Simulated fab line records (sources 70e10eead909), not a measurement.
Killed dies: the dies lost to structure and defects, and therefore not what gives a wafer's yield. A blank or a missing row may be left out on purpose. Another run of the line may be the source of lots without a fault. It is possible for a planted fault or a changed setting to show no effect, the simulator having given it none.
Matching of chambers + flow nand-harc + NHARC_A_STAIRCASE_STRIP_476 on rie-diel-05 has 4 sister chambers
The step strips in O2, time 20 s. 4 wafers are shown with their chamber, then 8 later ones without.

WAFERS, EACH WITH ITS CHAMBER
| wafer  | chamber | showerhead-plenum-p-Torr (Torr) |
|--------|---------|---------------------------------|
| L084.1 | 2       | 3.49                            |
| L083.4 | 0       | 3.32                            |
| L083.5 | 1       | 3.35                            |
| L089.3 | 3       | 3.77                            |

WAFERS WITH NO CHAMBER GIVEN
| wafer  | showerhead-plenum-p-Torr (Torr) |
|--------|---------------------------------|
| L089.5 | 3.31                            |
| L089.6 | 3.35                            |
| L090.1 | 3.31                            |
| L090.4 | 3.77                            |
| L090.5 | 3.35                            |
| L096.2 | 3.30                            |
| L096.4 | 3.48                            |
| L096.5 | 3.30                            |

WHICH CHAMBER EACH ONE RAN IN
| wafer  | from the rows above | in truth |
|--------|---------------------|----------|
| L089.5 | 0                   | 0        |
| L089.6 | 1                   | 1        |
| L090.1 | 0                   | 0        |
| L090.4 | 3                   | 3        |
| L090.5 | 1                   | 1        |
| L096.2 | 0                   | 0        |
| L096.4 | 2                   | 2        |
| L096.5 | 0                   | 0        |
Correct placement for 8 of the 8. From these rows, 0 cannot be placed. Number placed wrongly: 0.
How it was worked out, from the rows above alone: a wafer's distance from a chamber is the root of the sum, over the readings, of the square of ((its reading less the chamber's mean) divided by the reading's scatter). The wafer belongs to the nearest chamber; if the next one is less than 2 further off, it can't be placed. For every chamber, the mean is computed from those of its wafers that are shown. The scatter: with one shown wafer a chamber, the root of the mean of the squares of how far each hidden wafer lies from its nearest shown one.
